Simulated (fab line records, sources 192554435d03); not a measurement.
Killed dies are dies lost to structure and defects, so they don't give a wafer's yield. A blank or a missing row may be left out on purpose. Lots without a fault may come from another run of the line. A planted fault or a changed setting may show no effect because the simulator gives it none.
Chamber matching | flow n5_finfet | N5_BEOL_M2_ETCH_74 on rie_diel-05: 4 sister chambers
The step etches underlayer in N2/H2, target depth 6.5 nm, time 5.2 s. 18 wafers are shown with their chamber, then 9 later ones without.

WAFERS WITH THEIR CHAMBER
wafer  | chamber | showerhead_plenum_p_Torr (Torr) | throttle_valve_pct (%) | rf_vpp_V (V)
L074.1 | 0       | 2.64                            | 17.65                  | 525.1
L074.3 | 2       | 2.69                            | 17.74                  | 528.6
L074.5 | 1       | 2.62                            | 18.17                  | 525.4
L075.2 | 1       | 2.62                            | 18.17                  | 524.1
L075.4 | 1       | 2.62                            | 18.16                  | 526.6
L075.6 | 2       | 2.68                            | 17.74                  | 525.8
L077.1 | 1       | 2.62                            | 18.16                  | 526.0
L077.2 | 3       | 2.74                            | 17.83                  | 529.1
L077.6 | 3       | 2.74                            | 17.81                  | 529.5
L079.1 | 1       | 2.61                            | 18.16                  | 524.4
L079.2 | 2       | 2.68                            | 17.74                  | 527.6
L079.3 | 3       | 2.74                            | 17.84                  | 528.6
L084.1 | 3       | 2.73                            | 17.85                  | 527.8
L084.3 | 1       | 2.61                            | 17.66                  | 525.0
L084.4 | 2       | 2.68                            | 17.78                  | 527.2
L088.3 | 0       | 2.63                            | 17.70                  | 524.9
L088.5 | 3       | 2.73                            | 17.88                  | 529.9
L088.6 | 0       | 2.63                            | 17.70                  | 525.5

SIGNATURES (means of the wafers above)
reading                  | chamber 0 | chamber 1 | chamber 2 | chamber 3 | scatter within a chamber
showerhead_plenum_p_Torr | 2.6333    | 2.6167    | 2.6825    | 2.7360    | 0.00531
throttle_valve_pct       | 17.6833   | 18.0800   | 17.7500   | 17.8420   | 0.125
rf_vpp_V                 | 525.167   | 525.250   | 527.300   | 528.980   | 0.903
Rule: a wafer's distance from a chamber is the root of the sum, over the readings, of the square of ((its reading less the chamber's mean) divided by the reading's scatter). The wafer belongs to the nearest chamber; if the next one is less than 2 further off, it can't be placed. The scatter: the root of (the sum of the squares of (reading less its chamber's mean) over the shown wafers, divided by (wafers less chambers)).

WAFERS WITHOUT THEIR CHAMBER
wafer  | showerhead_plenum_p_Torr (Torr) | throttle_valve_pct (%) | rf_vpp_V (V)
L090.2 | 2.61                            | 17.68                  | 524.1
L090.4 | 2.67                            | 17.78                  | 528.3
L090.6 | 2.73                            | 17.87                  | 527.0
L093.1 | 2.72                            | 17.89                  | 528.8
L093.2 | 2.63                            | 17.71                  | 524.3
L093.3 | 2.60                            | 17.69                  | 524.4
L096.2 | 2.60                            | 17.72                  | 527.5
L096.3 | 2.66                            | 17.82                  | 525.3
L096.6 | 2.66                            | 17.82                  | 526.6

WHICH CHAMBER EACH WENT THROUGH
wafer  | from the rows above     | in truth
L090.2 | can't be placed: 1 or 0 | 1
L090.4 | 2                       | 2
L090.6 | 3                       | 3
L093.1 | 3                       | 3
L093.2 | 0                       | 0
L093.3 | can't be placed: 1 or 0 | 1
L096.2 | can't be placed: 1 or 0 | 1
L096.3 | can't be placed: 2 or 0 | 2
L096.6 | can't be placed: 2 or 0 | 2
Placed correctly: 4 of 9. Can't be placed from these rows: 5 (the true chamber is among the candidates in 5). Placed wrongly: 0.
